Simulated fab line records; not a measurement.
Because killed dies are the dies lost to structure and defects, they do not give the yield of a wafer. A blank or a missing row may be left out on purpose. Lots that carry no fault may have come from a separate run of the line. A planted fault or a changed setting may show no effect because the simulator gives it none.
fab line records	flow n5Finfet
record: lots: 7	wafers: 39
route steps=1938 shown BEOL_M9@1446 BEOL_M12@1602
startH: the number of hours between the record's first day and the start of the first shown wafer of the lot	waitH: hours elapsed since this lot's preceding step	" the same as in the row above	L1.1+2: a row that stands for several wafers	- no value present, or no start provided	* or withheld: withheld	< > ~ a bound
route shown NAME@n: a module of which the file shows steps, and the number in the route of the first	usual: mean/standard deviation of fault-free wafers	same: alike in all rows	chamber/n: place in a boat	sites: readings site by site	_std_site: the standard deviation of these	_edge_site: the outer-site mean with the inner-site mean subtracted	radiusMm: how far each site lies from the wafer's centre	mask NAME#n: copy n	behind: the tool/chamber that last shaped the wafer	hold: what put the lot on hold/how long, in hours/how the hold closed	device: transistor that didn't switch, given as n, p or np	end of line: the route-end tests of the same wafers	a step without rows: its recipe alone	killed: dies that structure and defects cost at the first sort, which is not the same as the wafer's yield	map: dies across one wafer; x = killed, . = not, _ = none there
set.NAME: the run value of the setting; set.NAME@STEP: its run value at that earlier step	model.NAME: the simulator's own value behind a step, which no gauge read
lots whose settings were changed on purpose; a table a step, a row a wafer
== steps ==
step: N5_BEOL_M9_TRENCH_ETCH_37
recipe: chemistry: C4F6/O2	targetDepthA: 1514.3	target: SiCOH_lowk	timeS: 49	ionEnergyEv: 250	pressureMtorr: 30	sourceW: 345	biasW: 185	Ar_flow_sccm: 300	C4F6_flow_sccm: 10	O2_flow_sccm: 10
lot.wafer	tool	chamber	startH	waitH	set.targetDepthA	model.BEOL_M9.featureDepthNm	model.etch.depthNm	model.TiN_of_BEOL_M9_HM_DEP_02.thkNm
L076.3	rieDiel-06	0	-	-	1514.3	152	152	15.8
L076.4	"	3	"	"	1514.3	150.2	150.3	16
L076.5	"	0	"	"	1514.3	151	150.9	15.8
L080.1	rieDiel-06	3	-	-	1514.3	149.6	149.5	15.6
L080.2	"	2	"	"	645.5	62	62.08	18
L080.3	"	0	"	"	1514.3	153	153	15.6
L080.4	"	1	"	"	645.5	66	65.92	17.8
L080.5	"	1	"	"	1514.3	154.2	154.2	15.4
L080.6	"	2	"	"	645.5	61.8	61.89	18
L081.1	rieDiel-04	2	-	-	1514.3	154.2	154.3	16
L081.2	"	1	"	"	1514.3	151.4	151.5	16.2
L081.3	"	3	"	"	2384	238.6	238.5	13.6
L081.4	"	0	"	"	2384	237.8	237.8	13.8
L081.5	"	0	"	"	1514.3	152	151.9	16
L081.6	"	1	"	"	2384	240.4	240.4	13.6
L089.1	rieDiel-06	2	-	-	649.5	65.6	65.61	18.2
L089.2	"	3	"	"	649.5	64.6	64.57	18.6
L089.3	"	0	"	"	649.5	65	65.02	18.2
L089.4	"	1	"	"	1514.3	155	155	15.8
L089.5	"	0	"	"	1514.3	152.4	152.4	15.8
L089.6	"	1	"	"	1514.3	157	157	15.8
L091.1	rieDiel-06	0	-	-	1514.3	152.4	152.3	15.4
L091.2	"	1	"	"	1784	180.8	180.8	14.6
L091.3	"	3	"	"	1514.3	149.2	149.3	15.4
L091.4	"	2	"	"	1784	179	179	14.6
L091.5	"	1	"	"	1514.3	154.4	154.4	15.4
L091.6	"	2	"	"	1784	180	180	14.6
L095.1	rieDiel-05	1	-	-	2067	205.4	205.3	14.2
L095.2	"	3	"	"	1514.3	151.8	151.8	15.6
L095.3	"	2	"	"	1514.3	150.6	150.6	16
L095.4	"	0	"	"	2067	200	200.1	14.4
L095.5	"	0	"	"	1514.3	147	147	15.8
L095.6	"	3	"	"	2067	209.4	209.4	14.2
L094.1	rieDiel-05	3	-	-	2154	212.6	212.7	14.2
L094.2	"	2	"	"	2154	209.2	209.2	14.2
L094.3	"	0	"	"	2154	205.2	205.2	14.4
L094.4	"	1	"	"	1514.3	147.8	147.8	15.8
L094.5	"	2	"	"	1514.3	147	147	15.8
L094.6	"	3	"	"	1514.3	149.4	149.3	15.8
step: N5_BEOL_M9_ETCH_41
recipe: chemistry: CH3F/O2	target: SiCN	targetDepthA: 366	taperDeg: 2	timeS: 70.1	ionEnergyEv: 120	maskMaterial: TiN	pressureMtorr: 30	sourceW: 395	biasW: 75	Ar_flow_sccm: 150	CH3F_flow_sccm: 30	O2_flow_sccm: 20
step: N5_BEOL_M9_STRIP_80
recipe: chemistry: N2/H2	timeS: 10	powerW: 450	tempC: 40	pressureMtorr: 20	rfFrequencyHz: 6e+07	biasPowerW: 7	n2FlowSccm: 200	h2FlowSccm: 200
step: N5_BEOL_M9_OCD_MEAS_38
usual: trenchDepthNm: 150.8/2.5
lot.wafer	tool	chamber	startH	waitH	set.targetDepthA@BEOL_M9_TRENCH_ETCH_37	trenchDepthNm
L076.3	ocd-02	-	250.66	-	1514.3	152.4
L076.4	"	-	"	"	1514.3	150.2
L076.5	"	-	"	"	1514.3	150.6
L080.1	ocd-02	-	262.12	-	1514.3	149.8
L080.2	"	-	"	"	645.5	61.9
L080.3	"	-	"	"	1514.3	152.9
L080.4	"	-	"	"	645.5	65.3
L080.5	"	-	"	"	1514.3	154.3
L080.6	"	-	"	"	645.5	61.7
L081.1	ocd-01	-	270.68	-	1514.3	154.2
L081.2	"	-	"	"	1514.3	151.9
L081.3	"	-	"	"	2384	237.9
L081.4	"	-	"	"	2384	237.6
L081.5	"	-	"	"	1514.3	151.5
L081.6	"	-	"	"	2384	239.9
L089.1	ocd-02	-	326.03	-	649.5	65.4
L089.2	"	-	"	"	649.5	64.6
L089.3	"	-	"	"	649.5	64.9
L089.4	"	-	"	"	1514.3	155.5
L089.5	"	-	"	"	1514.3	151.7
L089.6	"	-	"	"	1514.3	157.0
L091.1	ocd-02	-	330.19	-	1514.3	152.2
L091.2	"	-	"	"	1784	180.9
L091.3	"	-	"	"	1514.3	149.2
L091.4	"	-	"	"	1784	178.9
L091.5	"	-	"	"	1514.3	154.5
L091.6	"	-	"	"	1784	180.5
L095.1	ocd-02	-	350.73	-	2067	205.7
L095.2	"	-	"	"	1514.3	152.1
L095.3	"	-	"	"	1514.3	150.8
L095.4	"	-	"	"	2067	200.0
L095.5	"	-	"	"	1514.3	147.0
L095.6	"	-	"	"	2067	209.5
L094.1	ocd-01	-	373.34	-	2154	212.3
L094.2	"	-	"	"	2154	209.0
L094.3	"	-	"	"	2154	205.5
L094.4	"	-	"	"	1514.3	147.6
L094.5	"	-	"	"	1514.3	146.6
L094.6	"	-	"	"	1514.3	149.4
step: N5_BEOL_M9_HM_STRIP_39
recipe: chemistry: peroxideTinStrip	material: TiN	targetDepthA: 250	tempC: 50	timeS: 158
step: N5_BEOL_M9_SRD_40
recipe: timeS: 30	tempC: 23	rinseLiquid: diw	dry: ipaMarangoni
step: N5_BEOL_M9_ECD_50
recipe: material: Cu	targetThkA: 3180
step: N5_BEOL_M9_ANNEAL_51
recipe: tempC: 225	timeS: 90	ambient: N2
step: N5_BEOL_M9_CMP_52
recipe: stopOn: SiCOH_lowk	tOverpolishS: 7	downForcePsi: 1	platenRpm: 50	clearingPlatenDownForcePsi: 1.5	clearingPlatenRpm: 50	postCmpClean: cuAlkaline	targetThkNm: 140	clearingPlatenPadVelocityMS: 0.99484	padVelocityMS: 0.99484
lot.wafer	tool	chamber	startH	waitH	set.targetDepthA@BEOL_M9_TRENCH_ETCH_37	model.Cu_of_BEOL_M9_ECD_50.thkNm
L076.3	cmp-03	1	252.92	0.2	1514.3	140.6
L076.4+5	"	2,1	"	"	1514.3	138.2
L080.3	cmp-03	3	264.18	0.2	1514.3	140.2
L080.4	"	0	"	"	645.5	55.2
L080.2	"	1	"	"	645.5	49.2
L080.1	"	2	"	"	1514.3	137.2
L080.6	"	3	"	"	645.5	49.4
L080.5	"	0	"	"	1514.3	142.6
L081.2	cmp-01	1	273.05	0.2	1514.3	139.6
L081.4	"	2	"	"	2384	227.2
L081.1	"	3	"	"	1514.3	144
L081.3	"	0	"	"	2384	227
L081.6	"	1	"	"	2384	229.4
L081.5	"	2	"	"	1514.3	141.2
L089.1	cmp-01	0	328.49	0.3	649.5	53.4
L089.4	"	1	"	"	1514.3	144.4
L089.3+2	"	2,3	"	"	649.5	54.4
L089.5	"	0	"	"	1514.3	141
L089.6	"	1	"	"	1514.3	145.6
L091.3	cmp-03	1	332.48	0.2	1514.3	135.2
L091.1	"	2	"	"	1514.3	140.2
L091.2	"	3	"	"	1784	169.6
L091.4	"	0	"	"	1784	167.4
L091.5	"	1	"	"	1514.3	141
L091.6	"	2	"	"	1784	166.2
L095.3+2	cmp-04	3,2	353.25	0.2	1514.3	138.8
L095.1	"	0	"	"	2067	194.2
L095.4	"	1	"	"	2067	188
L095.5	"	3	"	"	1514.3	135.8
L095.6	"	0	"	"	2067	197.6
L094.3	cmp-04	0	375.20	0.2	2154	194
L094.4	"	1	"	"	1514.3	137
L094.2	"	2	"	"	2154	198.4
L094.1	"	3	"	"	2154	202.2
L094.6	"	0	"	"	1514.3	138.4
L094.5	"	1	"	"	1514.3	135.8
step: N5_BEOL_M9_THK_MEAS_53
recipe: thkMeasGauge: xrf	reads: Cu_of_BEOL_M9_ECD_50
usual: M9_THK: 139.2/2.8
lot.wafer	tool	chamber	startH	waitH	set.targetDepthA@BEOL_M9_TRENCH_ETCH_37	M9_THK[nm]
L076.3	filmMetro-02	-	253.17	-	1514.3	139.7
L076.4	"	-	"	"	1514.3	137.2
L076.5	"	-	"	"	1514.3	137.6
L080.1	filmMetro-01	-	264.48	-	1514.3	137.5
L080.2	"	-	"	"	645.5	49.1
L080.3	"	-	"	"	1514.3	140.4
L080.4	"	-	"	"	645.5	55.3
L080.5	"	-	"	"	1514.3	142.5
L080.6	"	-	"	"	645.5	49.2
L081.1	filmMetro-02	-	273.34	-	1514.3	143.3
L081.2	"	-	"	"	1514.3	139.7
L081.3	"	-	"	"	2384	225.2
L081.4	"	-	"	"	2384	225.8
L081.5	"	-	"	"	1514.3	140.7
L081.6	"	-	"	"	2384	227.6
L089.1	filmMetro-02	-	328.78	-	649.5	53.4
L089.2	"	-	"	"	649.5	54.5
L089.3	"	-	"	"	649.5	54.1
L089.4	"	-	"	"	1514.3	144.0
L089.5	"	-	"	"	1514.3	139.8
L089.6	"	-	"	"	1514.3	145.6
L091.1	filmMetro-01	-	332.77	-	1514.3	140.4
L091.2	"	-	"	"	1784	169.9
L091.3	"	-	"	"	1514.3	135.6
L091.4	"	-	"	"	1784	167.4
L091.5	"	-	"	"	1514.3	141.4
L091.6	"	-	"	"	1784	166.9
L095.1	filmMetro-01	-	353.54	-	2067	196.0
L095.2	"	-	"	"	1514.3	140.0
L095.3	"	-	"	"	1514.3	140.2
L095.4	"	-	"	"	2067	189.6
L095.5	"	-	"	"	1514.3	137.0
L095.6	"	-	"	"	2067	199.6
L094.1	filmMetro-02	-	375.49	-	2154	201.7
L094.2	"	-	"	"	2154	197.9
L094.3	"	-	"	"	2154	193.2
L094.4	"	-	"	"	1514.3	136.1
L094.5	"	-	"	"	1514.3	135.4
L094.6	"	-	"	"	1514.3	137.9
step: N5_BEOL_M9_PRE_CLEAN_55
recipe: gas: NH3	timeS: 15	tempC: withheld	rfPowerW: 300
step: N5_BEOL_M9_DEP_56
recipe: material: SiCN	targetThkA: 150	tempC: withheld	precursor: 3MS/NH3	pressureTorr: 3	rfW: 202	timeS: 26.5
step: N5_BEOL_M9_RS_MEAS_57
recipe: thkMeasGauge: four-point-probe	reads: Cu_of_BEOL_M9_ECD_50+Co_of_BEOL_M9_CVD_78+TaN_of_BEOL_M9_ALD_74
usual: M9_RS: 0.152/0.0033
lot.wafer	tool	chamber	startH	waitH	set.targetDepthA@BEOL_M9_TRENCH_ETCH_37	M9_RS[ohm/sq]
L076.3	filmMetro-01	-	253.31	0.1	1514.3	0.150
L076.4	"	-	"	"	1514.3	0.153
L076.5	"	-	"	"	1514.3	0.153
L080.1	filmMetro-02	-	264.61	0.1	1514.3	0.154
L080.2	"	-	"	"	645.5	0.515
L080.3	"	-	"	"	1514.3	0.150
L080.4	"	-	"	"	645.5	0.445
L080.5	"	-	"	"	1514.3	0.148
L080.6	"	-	"	"	645.5	0.512
L081.1	filmMetro-02	-	273.48	0.1	1514.3	0.146
L081.2	"	-	"	"	1514.3	0.151
L081.3	"	-	"	"	2384	0.089
L081.4	"	-	"	"	2384	0.089
L081.5	"	-	"	"	1514.3	0.149
L081.6	"	-	"	"	2384	0.088
L089.1	filmMetro-01	-	328.92	0.1	649.5	0.465
L089.2	"	-	"	"	649.5	0.454
L089.3	"	-	"	"	649.5	0.455
L089.4	"	-	"	"	1514.3	0.146
L089.5	"	-	"	"	1514.3	0.150
L089.6	"	-	"	"	1514.3	0.144
L091.1	filmMetro-02	-	332.95	0.1	1514.3	0.151
L091.2	"	-	"	"	1784	0.122
L091.3	"	-	"	"	1514.3	0.157
L091.4	"	-	"	"	1784	0.124
L091.5	"	-	"	"	1514.3	0.150
L091.6	"	-	"	"	1784	0.125
L095.1	filmMetro-01	-	353.68	0.1	2067	0.106
L095.2	"	-	"	"	1514.3	0.153
L095.3	"	-	"	"	1514.3	0.152
L095.4	"	-	"	"	2067	0.110
L095.5	"	-	"	"	1514.3	0.156
L095.6	"	-	"	"	2067	0.104
L094.1	filmMetro-01	-	375.63	0.1	2154	0.102
L094.2	"	-	"	"	2154	0.103
L094.3	"	-	"	"	2154	0.106
L094.4	"	-	"	"	1514.3	0.155
L094.5	"	-	"	"	1514.3	0.156
L094.6	"	-	"	"	1514.3	0.153
step: N5_BEOL_M12_ILD_DEP_00
recipe: material: SiOC	targetThkA: 6589.2	tempC: 350	precursor: DEMS/O2	pressureTorr: 5	rfW: 500	timeS: 130.7
lot.wafer	tool	chamber	startH	waitH	set.targetThkA	model.SiOC_of_BEOL_M12_ILD_DEP_00.thkNm
L076.3	pecvd-02	2	269.27	0.0	6589.2	640.2
L076.4	"	0	"	"	6589.2	655.2
L076.5	"	1	"	"	6589.2	654
L080.1	pecvd-01	2	281.69	0.0	4367	426.2
L080.2	"	1	"	"	4367	429.2
L080.3	"	0	"	"	6589.2	656
L080.4	"	0	"	"	6589.2	673
L080.5	"	2	"	"	4367	440.8
L080.6	"	1	"	"	6589.2	666.8
L081.1	pecvd-02	2	290.19	0.0	6589.2	651
L081.2	"	0	"	"	6589.2	660.8
L081.3	"	0	"	"	6589.2	669
L081.4	"	2	"	"	6589.2	662
L081.5	"	0	"	"	6589.2	657
L081.6	"	2	"	"	6589.2	667.2
L089.1	pecvd-02	0	346.49	0.0	6589.2	655
L089.2	"	1	"	"	6589.2	651.6
L089.3	"	2	"	"	6589.2	655.8
L089.4	"	0	"	"	6589.2	674.4
L089.5	"	1	"	"	6589.2	661.8
L089.6	"	2	"	"	6589.2	660.2
L091.1	pecvd-02	1	346.81	0.0	3335	334.8
L091.2	"	2	"	"	3335	327.4
L091.3	"	0	"	"	3335	330.6
L091.4	"	1	"	"	6589.2	666.2
L091.5	"	2	"	"	6589.2	660.8
L091.6	"	0	"	"	6589.2	663.6
L095.1	pecvd-03	0	374.43	0.0	6589.2	656.4
L095.2	"	2	"	"	6589.2	643
L095.3	"	1	"	"	10380	1030
L095.4	"	0	"	"	10380	1045
L095.5	"	1	"	"	10380	1049
L095.6	"	2	"	"	6589.2	663.6
L094.1	pecvd-03	1	394.00	0.0	6589.2	660
L094.2	"	0	"	"	6589.2	654.8
L094.3	"	2	"	"	6589.2	650.6
L094.4	"	0	"	"	6589.2	662.4
L094.5	"	2	"	"	6589.2	669.6
L094.6	"	1	"	"	6589.2	658.2
step: N5_BEOL_M12_THK_MEAS_01
recipe: reads: SiOC_of_BEOL_M12_ILD_DEP_00
usual: M12_ILD_THK: 657/7.7
lot.wafer	tool	chamber	startH	waitH	set.targetThkA@BEOL_M12_ILD_DEP_00	M12_ILD_THK[nm]
L076.3	filmMetro-01	-	269.40	0.1	6589.2	640
L076.4	"	-	"	"	6589.2	655
L076.5	"	-	"	"	6589.2	654
L080.1	filmMetro-01	-	281.82	0.1	4367	426
L080.2	"	-	"	"	4367	430
L080.3	"	-	"	"	6589.2	656
L080.4	"	-	"	"	6589.2	673
L080.5	"	-	"	"	4367	441
L080.6	"	-	"	"	6589.2	667
L081.1	filmMetro-01	-	290.38	0.1	6589.2	651
L081.2	"	-	"	"	6589.2	661
L081.3	"	-	"	"	6589.2	669
L081.4	"	-	"	"	6589.2	662
L081.5	"	-	"	"	6589.2	657
L081.6	"	-	"	"	6589.2	667
L089.1	filmMetro-02	-	346.62	0.1	6589.2	656
L089.2	"	-	"	"	6589.2	651
L089.3	"	-	"	"	6589.2	656
L089.4	"	-	"	"	6589.2	675
L089.5	"	-	"	"	6589.2	662
L089.6	"	-	"	"	6589.2	661
L091.1	filmMetro-01	-	346.94	0.1	3335	335
L091.2	"	-	"	"	3335	327
L091.3	"	-	"	"	3335	331
L091.4	"	-	"	"	6589.2	666
L091.5	"	-	"	"	6589.2	661
L091.6	"	-	"	"	6589.2	664
L095.1	filmMetro-01	-	374.57	0.1	6589.2	656
L095.2	"	-	"	"	6589.2	643
L095.3	"	-	"	"	10380	1029
L095.4	"	-	"	"	10380	1046
L095.5	"	-	"	"	10380	1049
L095.6	"	-	"	"	6589.2	664
L094.1	filmMetro-02	-	394.13	0.1	6589.2	660
L094.2	"	-	"	"	6589.2	654
L094.3	"	-	"	"	6589.2	650
L094.4	"	-	"	"	6589.2	662
L094.5	"	-	"	"	6589.2	670
L094.6	"	-	"	"	6589.2	658
step: N5_BEOL_M12_COAT_58
recipe: resist: BARC	tempC: 205	timeS: 60	spinRpm: 1500	resistThkNm: 89
step: N5_BEOL_M12_COAT_04
recipe: spinRpm: 1625	resistThkNm: 400
step: N5_BEOL_M12_DESCUM_15
recipe: chemistry: O2	timeS: 7.9	sourcePowerW: 50	biasPowerW: 20	pressureMtorr: 20	rfFrequencyHz: 2.712e+07	tempC: 40	o2FlowSccm: 225
step: N5_BEOL_M12_ETCH_59
recipe: chemistry: N2/H2	target: BARC	targetDepthA: 890	overetchA: 267	timeS: 67.9	ionEnergyEv: 200	pressureMtorr: 30	sourceW: 840	biasW: 150	n2FlowSccm: 200	h2FlowSccm: 200
step: N5_BEOL_M12_VIA_ETCH_16
recipe: chemistry: C4F8/O2/Ar	target: SiOC	pressureMtorr: 30	sourceW: 3000	biasW: 700	Ar_flow_sccm: 400	C4F8_flow_sccm: 15	O2_flow_sccm: 8	heInnerTorr: 15	heOuterTorr: 30	targetDepthA: 7248	timeS: withheld	ionEnergyEv: 250	ends: cleared
lot.wafer	tool	chamber	startH	waitH	set.targetThkA@BEOL_M12_ILD_DEP_00	model.etch.depthNm	model.coat_of_BEOL_M12_COAT_04.thkNm
L076.3	rieDiel-01	3	269.88	0.0	6589.2	640.2	127.4
L076.4	"	2	"	"	6589.2	655.3	123.4
L076.5	"	3	"	"	6589.2	654.1	123.8
L080.1	rieDiel-01	2	282.45	0.0	4367	426.2	190
L080.2	"	3	"	"	4367	429.3	192.4
L080.3	"	1	"	"	6589.2	656	123.8
L080.4	"	0	"	"	6589.2	673	118.6
L080.5	"	3	"	"	4367	440.8	189.2
L080.6	"	0	"	"	6589.2	666.8	120.8
L081.1	rieDiel-02	1	290.98	0.0	6589.2	651	127.2
L081.2	"	2	"	"	6589.2	660.9	121.4
L081.3	"	0	"	"	6589.2	669	120.6
L081.4	"	2	"	"	6589.2	661.9	120
L081.5	"	1	"	"	6589.2	657	124.2
L081.6	"	0	"	"	6589.2	667.3	121.4
L089.1	rieDiel-02	1	347.23	0.0	6589.2	655	122
L089.2	"	2	"	"	6589.2	651.7	124.8
L089.3	"	0	"	"	6589.2	655.8	122.6
L089.4	"	3	"	"	6589.2	674.5	118.4
L089.5	"	0	"	"	6589.2	661.7	121
L089.6	"	1	"	"	6589.2	660.1	123.6
L091.1	rieDiel-02	3	347.49	0.0	3335	334.8	220.6
L091.2	"	0	"	"	3335	327.5	220.4
L091.3	"	1	"	"	3335	330.7	221
L091.4	"	2	"	"	6589.2	666.1	120
L091.5	"	0	"	"	6589.2	660.8	124.8
L091.6	"	3	"	"	6589.2	663.7	122.8
L095.1	rieDiel-02	2	375.47	0.1	6589.2	656.3	123.6
L095.2	"	3	"	"	6589.2	643	128
L095.3	"	3	"	"	10380	1030	13
L095.4	"	2	"	"	10380	1045	8.2
L095.5	"	2	"	"	10380	1049	7.2
L095.6	"	3	"	"	6589.2	663.6	122.6
L094.1	rieDiel-01	1	394.84	0.0	6589.2	659.9	122
L094.2	"	2	"	"	6589.2	654.8	122.6
L094.3	"	3	"	"	6589.2	650.7	126.2
L094.4	"	0	"	"	6589.2	662.4	120.2
L094.5	"	0	"	"	6589.2	669.6	118.2
L094.6	"	1	"	"	6589.2	658.1	122.4
step: N5_BEOL_M12_STRIP_63
recipe: chemistry: N2/H2	powerW: 1000	tempC: 250	h2Frac: 0.65	overashFraction: 0.3	pressureMtorr: 1000	n2FlowSccm: 1750	h2FlowSccm: 3250
usual: oesProductAu: 0.693/0.0043	stripTimeToEndpointS: 42.7/0.67
lot.wafer	tool	chamber	startH	waitH	set.targetThkA@BEOL_M12_ILD_DEP_00	oesProductAu	stripTimeToEndpointS
L076.3	plasmaAsher-02	1	270.10	-	6589.2	0.689	43.7
L076.4	"	0	"	"	6589.2	0.695	42.6
L076.5	"	0	"	"	6589.2	0.688	42.7
L080.1	plasmaAsher-02	1	282.65	-	4367	0.748	60.0
L080.2	"	0	"	"	4367	0.755	60.7
L080.3	"	0	"	"	6589.2	0.691	42.7
L080.4	"	1	"	"	6589.2	0.691	41.3
L080.5	"	1	"	"	4367	0.745	59.9
L080.6	"	0	"	"	6589.2	0.699	41.9
L081.1	plasmaAsher-02	0	291.18	-	6589.2	0.688	43.6
L081.2	"	1	"	"	6589.2	0.693	42.1
L081.3	"	0	"	"	6589.2	0.692	41.8
L081.4	"	1	"	"	6589.2	0.694	41.7
L081.5	"	1	"	"	6589.2	0.695	42.8
L081.6	"	0	"	"	6589.2	0.696	42.1
L089.1	plasmaAsher-01	1	347.42	-	6589.2	0.690	42.2
L089.2	"	0	"	"	6589.2	0.702	42.9
L089.3	"	1	"	"	6589.2	0.686	42.4
L089.4	"	0	"	"	6589.2	0.696	41.3
L089.5	"	0	"	"	6589.2	0.686	41.9
L089.6	"	1	"	"	6589.2	0.704	42.6
L091.1	plasmaAsher-02	1	347.69	-	3335	0.827	67.9
L091.2	"	0	"	"	3335	0.827	67.9
L091.3	"	0	"	"	3335	0.826	68.0
L091.4	"	1	"	"	6589.2	0.692	41.6
L091.5	"	0	"	"	6589.2	0.687	43.0
L091.6	"	1	"	"	6589.2	0.692	42.4
L095.1	plasmaAsher-02	1	375.76	-	6589.2	0.696	42.6
L095.2	"	0	"	"	6589.2	0.686	43.8
L095.3	"	1	"	"	10380	0.456	8.8
L095.4	"	0	"	"	10380	0.385	6.9
L095.5	"	0	"	"	10380	0.369	6.4
L095.6	"	1	"	"	6589.2	0.696	42.4
L094.1	plasmaAsher-01	1	395.03	-	6589.2	0.689	42.2
L094.2	"	0	"	"	6589.2	0.685	42.4
L094.3	"	1	"	"	6589.2	0.690	43.3
L094.4	"	0	"	"	6589.2	0.687	41.8
L094.5	"	0	"	"	6589.2	0.695	41.2
L094.6	"	1	"	"	6589.2	0.691	42.3
== key ==
split: step: N5_BEOL_M9_TRENCH_ETCH_37	setting: targetDepthA	stated: 1514.3	by: wafer
response: step: N5_BEOL_M9_TRENCH_ETCH_37	reading: model.BEOL_M9.featureDepthNm	change: +1.53	per: 1%	r: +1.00
response: step: N5_BEOL_M9_TRENCH_ETCH_37	reading: model.etch.depthNm	change: +1.53	per: 1%	r: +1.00
response: step: N5_BEOL_M9_TRENCH_ETCH_37	reading: model.TiN_of_BEOL_M9_HM_DEP_02.thkNm	change: -0.0418	per: 1%	r: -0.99
response: step: N5_BEOL_M9_OCD_MEAS_38	reading: trenchDepthNm	change: +1.53	per: 1%	r: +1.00
response: step: N5_BEOL_M9_CMP_52	reading: model.Cu_of_BEOL_M9_ECD_50.thkNm	change: +1.53	per: 1%	r: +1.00
response: step: N5_BEOL_M9_THK_MEAS_53	reading: M9_THK	change: +1.52	per: 1%	r: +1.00
response: step: N5_BEOL_M9_RS_MEAS_57	reading: M9_RS	shape: bent	atLowest: 0.490	atStated: 0.151	atHighest: 0.089
split: step: N5_BEOL_M12_ILD_DEP_00	setting: targetThkA	stated: 6589.2	by: wafer
response: step: N5_BEOL_M12_ILD_DEP_00	reading: model.SiOC_of_BEOL_M12_ILD_DEP_00.thkNm	change: +6.76	per: 1%	r: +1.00
response: step: N5_BEOL_M12_THK_MEAS_01	reading: M12_ILD_THK	change: +6.76	per: 1%	r: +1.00
response: step: N5_BEOL_M12_VIA_ETCH_16	reading: model.etch.depthNm	change: +6.76	per: 1%	r: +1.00
response: step: N5_BEOL_M12_VIA_ETCH_16	reading: model.coat_of_BEOL_M12_COAT_04.thkNm	change: -2.01	per: 1%	r: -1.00
response: step: N5_BEOL_M12_STRIP_63	reading: oesProductAu	change: -0.00366	per: 1%	r: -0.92
response: step: N5_BEOL_M12_STRIP_63	reading: stripTimeToEndpointS	change: *	per: 1%	r: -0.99
